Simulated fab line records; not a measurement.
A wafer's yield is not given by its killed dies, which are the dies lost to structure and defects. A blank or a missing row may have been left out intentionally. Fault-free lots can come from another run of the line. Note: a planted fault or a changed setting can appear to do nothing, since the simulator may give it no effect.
fab line records    flow nand_harc    part 2 of 2: steps 5 to 6 of 6
[record] lots = 19  wafers = 57  last_day = 24
route steps=1159 shown A_STAIRCASE@646
lots with no fault: from the same line, run without faults
start_h: hours from the record's first day to the start of the lot's first wafer shown    wait_h: how many hours have passed since the lot's step before this one    " unchanged from the row above    L1.1+2: a single row standing in for several wafers    - no value present, or no start provided    * or withheld: withheld    < > ~ a bound
route shown NAME@n: names a module that has steps shown in the file, with the first one's number in the route    usual: mean/standard deviation of fault-free wafers    same: alike in all rows    chamber/n: place in a boat    sites: readings site by site    _std_site: the standard deviation of these    _edge_site: inner sites' mean taken away from outer sites' mean    radius_mm: for every site, how far away it sits from the centre of the wafer    mask NAME#n: copy n    behind: tool/chamber where the wafer was last shaped    hold: why the lot went on hold/how many hours it stayed there/how the hold came to an end    device: names the non-switching transistor (n, p or np)    end of line: the same wafers' tests at the end of the route    for a step that has no rows: nothing shown but its recipe    killed: not the wafer's yield, but the dies lost to structure and defects at the first sort    map: per-die view of a wafer (x killed, . not killed, _ where there is no die)
set.NAME: the setting that was run; set.NAME@STEP: the one run at that earlier step    model.NAME: the simulator's own value behind a step, which no gauge read
one table for each step of the route and one row for each wafer, over a sample of lots
services: from which hour (start_h, from the record's first day; less than 0 if before it) a tool's chamber was out of use, for how many hours, and why
[[steps]]
[step NHARC_A_STAIRCASE_ETCHBACK_416]
[recipe] target_depth_a = 360  time_s = 7.2  c4f8_flow_sccm = withheld  o2_flow_sccm = 8  ar_flow_sccm = withheld  rf_w = 600  bias_w = 800  chemistry = C4F8/O2/Ar
[usual] oes_product_au = 0.932/0.026  rf_vpp_V = 725/4.7
lot.wafer  tool         chamber  start_h  wait_h  oes_product_au  rf_hours_counter_h  rf_vpp_V
L078.1     rie_diel-05  0        -        -       0.923           38                  721
L078.6     "            3        "        "       0.912           -                   721
L078.5     "            0        "        "       0.911           -                   722
L077.1     rie_diel-07  3        -        -       0.939           13                  725
L077.4     "            1        "        "       0.917           15                  726
L077.6     "            2        "        "       0.949           -                   722
L075.1     rie_diel-07  3        -        -       0.928           14                  724
L075.3     "            2        "        "       0.936           14                  723
L075.6     "            0        "        "       0.917           -                   731
L079.1     rie_diel-07  1        -        -       0.908           17                  725
L079.2     "            3        "        "       0.933           16                  724
L079.6     "            2        "        "       0.943           -                   721
L082.4     rie_diel-13  2        -        -       0.931           11                  729
L082.1     "            3        "        "       0.914           11                  722
L082.6     "            3        "        "       0.916           -                   721
L084.4     rie_diel-07  3        -        -       0.934           25                  722
L084.2     "            1        "        "       0.913           27                  725
L084.6     "            3        "        "       0.930           -                   724
L081.2     rie_diel-13  1        -        -       0.927           14                  717
L081.3     "            0        "        "       0.918           14                  731
L081.6     "            1        "        "       0.933           -                   717
L080.3     rie_diel-13  0        -        -       0.919           14                  731
L080.1     "            1        "        "       0.930           14                  718
L080.5     "            3        "        "       0.926           -                   722
L083.2     rie_diel-13  0        -        -       0.914           16                  731
L083.1     "            3        "        "       0.924           14                  722
L083.6     "            0        "        "       0.914           -                   731
L087.1     rie_diel-13  1        -        -       0.928           23                  717
L087.4     "            2        "        "       0.919           23                  730
L087.6     "            1        "        "       0.931           -                   717
L086.1     rie_diel-07  3        -        -       0.918           40                  724
L086.2     "            0        "        "       0.924           41                  732
L086.5     "            3        "        "       0.912           -                   724
L088.2     rie_diel-05  3        -        -       1.005           1                   720
L088.3     "            1        "        "       0.986           0                   731
L088.6     "            3        "        "       1.000           -                   721
L085.2     rie_diel-05  3        -        -       0.999           2                   721
L085.3     "            0        "        "       0.982           1                   720
L085.1     "            1        "        "       0.992           1                   731
L089.1     rie_diel-05  3        -        -       0.928           2                   720
L089.4     "            0        "        "       0.919           2                   721
L089.6     "            2        "        "       0.931           -                   725
L091.4     rie_diel-13  2        -        -       0.919           31                  730
L091.6     "            3        "        "       0.926           -                   721
L091.5     "            0        "        "       0.919           -                   731
L090.3     rie_diel-13  3        -        -       0.929           30                  722
L090.1     "            0        "        "       0.912           31                  730
L090.6     "            0        "        "       0.912           -                   730
L093.3     rie_diel-07  3        -        -       0.936           49                  722
L093.2     "            0        "        "       0.926           51                  729
L093.4     "            1        "        "       0.919           53                  724
L095.3     rie_diel-13  1        -        -       0.926           38                  717
L095.1     "            0        "        "       0.910           37                  731
L095.6     "            2        "        "       0.915           -                   731
L096.2     rie_diel-05  3        -        -       0.921           21                  719
L096.1     "            0        "        "       0.923           21                  721
L096.6     "            2        "        "       0.942           -                   726
[step NHARC_A_STAIRCASE_ETCHBACK_422]
[recipe] target_depth_a = 400  over_etch_frac = 0.3  time_s = 74.286  ion_energy_ev = 120  ch3f_flow_sccm = 50  o2_flow_sccm = 30  ar_flow_sccm = 200  rf_w = 500  bias_w = 100  chemistry = CH3F/O2
[usual] drypump_motor_current_A = 5.8/0.53  mfc_ar_sccm = 200.0/0.61  oes_product_au = 0.96/0.037  rf_vpp_V = 244.9/1.8  showerhead_plenum_p_Torr = 2.49/0.11  throttle_valve_pct = 20.663/0.0093
lot.wafer  tool         chamber  start_h  wait_h  drypump_motor_current_A  mfc_ar_sccm  oes_product_au  rf_hours_counter_h  rf_vpp_V  showerhead_plenum_p_Torr  throttle_valve_pct
L075.3     rie_diel-13  2        322.65   0.1     5.9                      200.2        1.00            14                  245.4     2.63                      20.651
L075.1     "            3        "        "       5.2                      199.7        0.98            14                  243.7     2.42                      20.653
L075.6     "            2        "        "       5.8                      200.7        0.99            -                   246.5     2.63                      20.665
L078.1     rie_diel-13  2        322.97   0.2     5.8                      199.8        1.00            14                  246.4     2.63                      20.656
L078.6     "            3        "        "       5.2                      199.9        0.99            -                   243.1     2.42                      20.647
L078.5     "            0        "        "       6.3                      200.3        1.01            -                   247.9     2.65                      20.666
L077.1     rie_diel-07  3        323.24   0.2     5.1                      200.6        0.92            28                  244.5     2.48                      20.656
L077.4     "            0        "        "       5.1                      199.5        0.92            29                  248.0     2.65                      20.657
L077.6     "            1        "        "       4.9                      200.5        0.91            -                   243.8     2.50                      20.654
L079.1     rie_diel-13  0        332.11   0.2     6.3                      199.9        1.00            18                  246.9     2.65                      20.680
L079.2     "            1        "        "       5.9                      199.8        1.01            18                  241.5     2.31                      20.661
L079.6     "            2        "        "       5.8                      200.7        0.99            -                   248.1     2.63                      20.671
L082.1     rie_diel-05  3        356.33   0.1     6.3                      199.2        1.00            2                   242.9     2.39                      20.647
L082.4     "            0        "        "       6.3                      199.6        0.98            2                   243.5     2.41                      20.671
L082.6     "            3        "        "       6.3                      200.3        1.00            -                   244.9     2.39                      20.659
L084.2     rie_diel-13  2        356.63   0.1     5.9                      198.6        0.91            27                  246.1     2.62                      20.657
L084.4     "            0        "        "       6.3                      200.8        0.91            29                  246.7     2.65                      20.668
L084.6     "            1        "        "       5.9                      200.3        0.92            -                   243.5     2.31                      20.670
L081.3     rie_diel-13  1        360.40   0.1     5.9                      200.6        0.92            30                  241.5     2.31                      20.665
L081.2     "            3        "        "       5.2                      200.2        0.93            29                  242.7     2.41                      20.648
L081.6     "            2        "        "       5.9                      199.4        0.92            -                   248.4     2.62                      20.658
L080.3     rie_diel-05  3        360.73   0.2     6.3                      200.6        0.99            5                   243.8     2.39                      20.684
L080.1     "            0        "        "       6.3                      200.2        0.98            5                   243.0     2.41                      20.655
L080.5     "            2        "        "       6.3                      200.6        1.00            -                   244.6     2.50                      20.665
L083.1     rie_diel-05  3        360.85   0.1     6.3                      200.8        1.00            5                   242.8     2.39                      20.660
L083.2     "            2        "        "       6.3                      199.3        1.01            4                   245.0     2.50                      20.658
L083.6     "            3        "        "       6.3                      200.2        0.99            -                   243.4     2.39                      20.657
L087.4     rie_diel-05  0        388.15   0.8     6.3                      201.1        0.96            15                  244.9     2.41                      20.656
L087.1     "            2        "        "       6.3                      201.0        1.00            14                  245.3     2.50                      20.650
L087.6     "            0        "        "       6.3                      200.4        0.96            -                   243.7     2.41                      20.665
L088.2     rie_diel-07  0        388.87   0.1     5.1                      201.1        0.93            58                  247.7     2.64                      20.660
L088.3     "            3        "        "       5.1                      199.4        0.92            53                  244.8     2.47                      20.669
L088.6     "            0        "        "       5.1                      200.5        0.92            -                   247.4     2.64                      20.674
L089.4     rie_diel-05  3        390.35   0.1     6.3                      199.3        0.99            15                  241.4     2.39                      20.666
L089.1     "            1        "        "       5.2                      200.0        0.98            14                  247.8     2.63                      20.676
L089.6     "            2        "        "       6.3                      199.6        1.01            -                   245.0     2.50                      20.657
L085.3     rie_diel-13  0        390.48   0.1     6.3                      200.2        0.91            41                  247.8     2.64                      20.664
L085.2     "            1        "        "       5.9                      200.1        0.92            41                  243.1     2.30                      20.675
L085.1     "            2        "        "       5.9                      200.8        0.91            42                  246.3     2.62                      20.654
L086.1     rie_diel-05  0        390.80   0.1     6.3                      199.1        1.00            16                  242.7     2.41                      20.662
L086.2     "            1        "        "       5.2                      199.5        0.97            14                  246.1     2.63                      20.652
L086.5     "            0        "        "       6.3                      200.5        1.00            -                   244.3     2.41                      20.657
L090.3     rie_diel-05  2        401.12   0.1     6.3                      200.5        0.93            19                  246.0     2.50                      20.659
L090.1     "            1        "        "       5.2                      200.2        0.91            17                  246.5     2.63                      20.667
L090.6     "            3        "        "       6.3                      199.7        0.92            -                   243.3     2.39                      20.660
L091.4     rie_diel-07  0        401.36   0.1     5.1                      199.3        1.00            64                  246.9     2.63                      20.645
L091.6     "            0        "        "       5.1                      199.3        1.00            -                   247.7     2.63                      20.653
L091.5     "            1        "        "       4.9                      199.8        1.00            -                   245.1     2.49                      20.670
L093.4     rie_diel-05  1        413.35   0.2     5.2                      200.4        0.98            23                  246.4     2.62                      20.656
L093.2     "            2        "        "       6.3                      200.5        1.00            24                  246.6     2.50                      20.662
L093.3     "            3        "        "       6.3                      199.5        1.00            25                  242.8     2.39                      20.663
L095.3     rie_diel-13  1        423.39   0.2     6.0                      199.0        0.92            55                  241.5     2.30                      20.678
L095.1     "            3        "        "       5.2                      199.4        0.92            54                  244.1     2.40                      20.662
L095.6     "            1        "        "       6.0                      199.4        0.91            -                   242.6     2.30                      20.666
L096.2     rie_diel-13  2        447.08   0.1     5.8                      199.9        0.99            63                  245.7     2.61                      20.673
L096.1     "            3        "        "       5.2                      200.1        1.00            60                  241.6     2.40                      20.679
L096.6     "            2        "        "       5.8                      199.9        0.99            -                   246.4     2.61                      20.656
[[services]]
tool         chamber  start_h  hours  kind
rie_diel-13  0        256.09   -      clean
rie_diel-13  1        256.09   -      clean
rie_diel-13  2        256.09   -      clean
rie_diel-13  3        256.09   -      clean
rie_diel-13  0        268.60   -      consumable_replace:showerhead
rie_diel-13  0        268.60   9.0    scheduled_down
rie_diel-13  0        268.60   9.0    vent_cycle
rie_diel-13  -        276.08   9.0    pm
rie_diel-13  1        276.08   9.0    vent_cycle
rie_diel-13  2        276.08   9.0    vent_cycle
rie_diel-13  3        276.08   9.0    vent_cycle
rie_diel-13  0        285.08   -      clean
rie_diel-13  1        285.08   -      clean
rie_diel-13  1        285.08   -      consumable_replace:focus_ring
rie_diel-13  2        285.08   -      clean
rie_diel-13  3        285.08   -      clean
rie_diel-13  0        309.58   -      clean
rie_diel-13  1        309.58   -      clean
rie_diel-05  -        321.33   2.1    repair
rie_diel-05  0        337.34   6.3    repair
rie_diel-05  -        340.62   9.0    pm
rie_diel-07  3        379.10   4.6    repair
rie_diel-05  3        379.32   4.2    repair
rie_diel-13  3        390.10   4.1    repair
